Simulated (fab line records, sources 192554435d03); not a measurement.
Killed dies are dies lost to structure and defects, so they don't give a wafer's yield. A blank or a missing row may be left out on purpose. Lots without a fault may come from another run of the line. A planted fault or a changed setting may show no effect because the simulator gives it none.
Chamber matching | flow n5_finfet | N5_BEOL_M0_SAQP_PECVD_96 on pecvd-04: 3 sister chambers
The step deposits a-Si from SiH4/He, target thk 45 nm, time 45.2 s. 20 wafers are shown with their chamber, then 10 later ones without.

WAFERS WITH THEIR CHAMBER
wafer  | chamber | throttle_valve_pct (%) | showerhead_plenum_p_Torr (Torr) | heater_power_w (W)
L074.1 | 0       | 16.8                   | 5.64                            | 685
L074.2 | 1       | 19.1                   | 5.72                            | 600
L074.3 | 2       | 17.4                   | 5.67                            | 590
L074.4 | 2       | 17.4                   | 5.67                            | 587
L074.5 | 1       | 19.1                   | 5.72                            | 605
L074.6 | 0       | 17.1                   | 5.65                            | 692
L076.2 | 0       | 16.7                   | 5.65                            | 642
L076.3 | 2       | 17.3                   | 5.67                            | 543
L076.5 | 2       | 17.7                   | 5.69                            | 565
L077.3 | 0       | 16.7                   | 5.65                            | 613
L077.5 | 0       | 16.8                   | 5.66                            | 615
L077.6 | 1       | 18.9                   | 5.73                            | 605
L078.2 | 0       | 16.9                   | 5.65                            | 680
L078.4 | 0       | 17.1                   | 5.66                            | 687
L078.6 | 2       | 17.4                   | 5.69                            | 595
L083.3 | 0       | 16.7                   | 5.64                            | 661
L083.4 | 1       | 19.0                   | 5.71                            | 606
L083.5 | 2       | 17.5                   | 5.69                            | 598
L084.1 | 0       | 16.9                   | 5.66                            | 655
L084.2 | 1       | 18.8                   | 5.70                            | 609

SIGNATURES (means of the wafers above)
reading                  | chamber 0 | chamber 1 | chamber 2 | scatter within a chamber
throttle_valve_pct       | 16.856    | 18.980    | 17.450    | 0.147
showerhead_plenum_p_Torr | 5.6511    | 5.7160    | 5.6800    | 0.00973
heater_power_w           | 658.89    | 605.00    | 579.67    | 23.9
Rule: a wafer's distance from a chamber is the root of the sum, over the readings, of the square of ((its reading less the chamber's mean) divided by the reading's scatter). The wafer belongs to the nearest chamber; if the next one is less than 2 further off, it can't be placed. The scatter: the root of (the sum of the squares of (reading less its chamber's mean) over the shown wafers, divided by (wafers less chambers)).

WAFERS WITHOUT THEIR CHAMBER
wafer  | throttle_valve_pct (%) | showerhead_plenum_p_Torr (Torr) | heater_power_w (W)
L084.4 | 16.8                   | 5.66                            | 669
L088.2 | 19.0                   | 5.72                            | 617
L088.5 | 17.0                   | 5.66                            | 627
L088.6 | 19.2                   | 5.71                            | 626
L095.1 | 16.7                   | 5.68                            | 555
L095.2 | 19.5                   | 5.71                            | 608
L095.4 | 16.8                   | 5.65                            | 671
L097.1 | 19.2                   | 5.73                            | 617
L097.3 | 16.6                   | 5.66                            | 517
L097.5 | 19.3                   | 5.72                            | 594

WHICH CHAMBER EACH WENT THROUGH
wafer  | from the rows above     | in truth
L084.4 | 0                       | 0
L088.2 | 1                       | 1
L088.5 | 0                       | 0
L088.6 | 1                       | 1
L095.1 | can't be placed: 2 or 0 | 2
L095.2 | 1                       | 1
L095.4 | 0                       | 0
L097.1 | 1                       | 1
L097.3 | can't be placed: 0 or 2 | 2
L097.5 | 1                       | 1
Placed correctly: 8 of 10. Can't be placed from these rows: 2 (the true chamber is among the candidates in 2). Placed wrongly: 0.
